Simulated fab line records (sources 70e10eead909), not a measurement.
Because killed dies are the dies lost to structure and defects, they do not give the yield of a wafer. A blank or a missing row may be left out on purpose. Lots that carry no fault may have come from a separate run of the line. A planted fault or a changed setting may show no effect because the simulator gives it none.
Matching of chambers | flow nand-harc | 3 sister chambers for NHARC_A_STAIRCASE_DEP_325 on pecvd-04
The step deposits SiO2, target thk 3800 nm. 16 wafers are shown with their chamber, then 8 later ones without.

== WAFERS PAIRED WITH THEIR CHAMBERS ==
wafer  | chamber | heater-power-w (W)
L075.2 | 0       | 663
L075.3 | 2       | 564
L075.4 | 1       | 592
L076.3 | 1       | 649
L076.4 | 0       | 559
L076.5 | 2       | 513
L081.1 | 2       | 556
L081.3 | 0       | 656
L081.4 | 2       | 506
L083.1 | 2       | 649
L083.4 | 2       | 508
L083.6 | 0       | 556
L084.4 | 2       | 517
L084.5 | 1       | 573
L084.6 | 0       | 559
L086.1 | 1       | 655

SIGNATURES (means of the wafers above)
reading        | chamber 0 | chamber 1 | chamber 2 | scatter within a chamber
heater-power-w | 598.60    | 617.25    | 544.71    | 50.7
Rule: distance of a wafer from a chamber = root of the sum over the readings of ((wafer's reading minus chamber's mean) / reading's scatter) squared. If the next closest chamber is less than 2 further off than the closest, the wafer can't be placed; otherwise it belongs to the closest. The scatter: the root of (the sum of the squares of (reading less its chamber's mean) over the shown wafers, divided by (wafers less chambers)).

== WAFERS MISSING THEIR CHAMBER ==
wafer  | heater-power-w (W)
L086.2 | 579
L086.3 | 617
L088.1 | 718
L088.5 | 511
L088.6 | 579
L092.2 | 660
L092.3 | 605
L092.6 | 566

== WHICH CHAMBER EACH WENT THROUGH ==
wafer  | from the rows above          | in truth
L086.2 | can't be placed: 0 or 2 or 1 | 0
L086.3 | can't be placed: 1 or 0 or 2 | 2
L088.1 | can't be placed: 1 or 0 or 2 | 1
L088.5 | can't be placed: 2 or 0 or 1 | 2
L088.6 | can't be placed: 0 or 2 or 1 | 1
L092.2 | can't be placed: 1 or 0 or 2 | 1
L092.3 | can't be placed: 0 or 1 or 2 | 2
L092.6 | can't be placed: 2 or 0 or 1 | 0
Placed correctly: 0 of 8. These rows do not allow placing 8 (true chamber among the candidates in 8). 0 placed wrongly.
